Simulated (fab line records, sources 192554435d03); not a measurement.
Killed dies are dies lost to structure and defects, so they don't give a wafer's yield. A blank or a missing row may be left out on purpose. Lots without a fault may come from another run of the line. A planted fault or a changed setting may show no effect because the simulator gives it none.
Problem report in the 8D (eight disciplines) form, filled by code | flow n5_finfet | the parts of the form that need people (team, actions taken, sign-off) are left out

1. THE PROBLEM
TV_OVL at N5_PASSIVATION_OVL_MEAS_60 reads a mean of 416 nm on 6 wafers of 2 lots; wafers without a fault read -1 nm with a standard deviation of 4.8. That is +87 standard deviations from the usual mean.
First seen on wafer L660.1, day 17 04:38, on overlay-02. The record holds 30 wafers of 10 lots with a number at this step. Rule for "out", or "out of limits": more than 4 standard deviations from the usual mean. The other wafers with a number count as sound.

2. WHAT IT IS AND WHAT IT IS NOT
question                    | is                     | is not
which readings at this step | TV_OVL                 | -
which lots                  | L660, L663             | L645, L646, L649, L650, L654, L655, L656, L662
which wafers of those lots  | all that have a number | -
read on which gauges        | overlay-01, overlay-02 | -
when                        | from day 17 04:38      | up to then (21 sound wafers); but 3 sound wafers of L662 came after

3. SUSPECTS, AND WHAT RULES EACH OUT
Counting: a tool at a process step up to the reading stays a suspect if it ran every lot that is out and no sound lot after the first of them.
- the gauge at N5_PASSIVATION_OVL_MEAS_60: ruled out. The wafers that are out were read on 2 gauges (overlay-01, overlay-02).
- krf_scanner-01 at N5_PASSIVATION_EXPOSE_07 (exposes mask TV, defocus 0 nm, target cd 3000 nm): kept. It ran every lot that is out, first L660 (day 17 04:26), and no sound lot after that; its last sound lot up to then is L655 (day 16 07:32).
Left after counting: krf_scanner-01 at N5_PASSIVATION_EXPOSE_07.

4. THE CAUSE (what the simulator had put in)
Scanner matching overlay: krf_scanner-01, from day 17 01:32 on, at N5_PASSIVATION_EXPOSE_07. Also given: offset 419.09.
Counting left only this tool.

5. THE CHAIN OF EFFECTS, in route order
Each row: a reading whose mean over the struck wafers that have a number lies more than 3 standard deviations from the usual. Only readings for which the record gives a usual standard deviation are gone through. hours: the time from each lot's start at the first step in this table that gives one to its start at this step, as a median over the lots. sigmas: the change in usual standard deviations.
hours | step                       | reading | usual | on struck wafers | change | sigmas
0     | N5_PASSIVATION_OVL_MEAS_60 | TV_OVL  | -1 nm | 416              | +417   | +87

6. WHAT WOULD HAVE CAUGHT IT SOONER
In this record the first reading out of limits at a measuring or inspecting step was taken at day 17 04:38, 3 hours after the fault began at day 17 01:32.
Of the tool readings at N5_PASSIVATION_EXPOSE_07 for which the record gives a usual standard deviation, none was out on any struck wafer, so an alarm limit of 4 standard deviations on them would not have fired.
Of the lots that are out (2), L663 began N5_PASSIVATION_EXPOSE_07 on krf_scanner-01 after day 17 04:38. A hold on the tool at that time would have spared it.
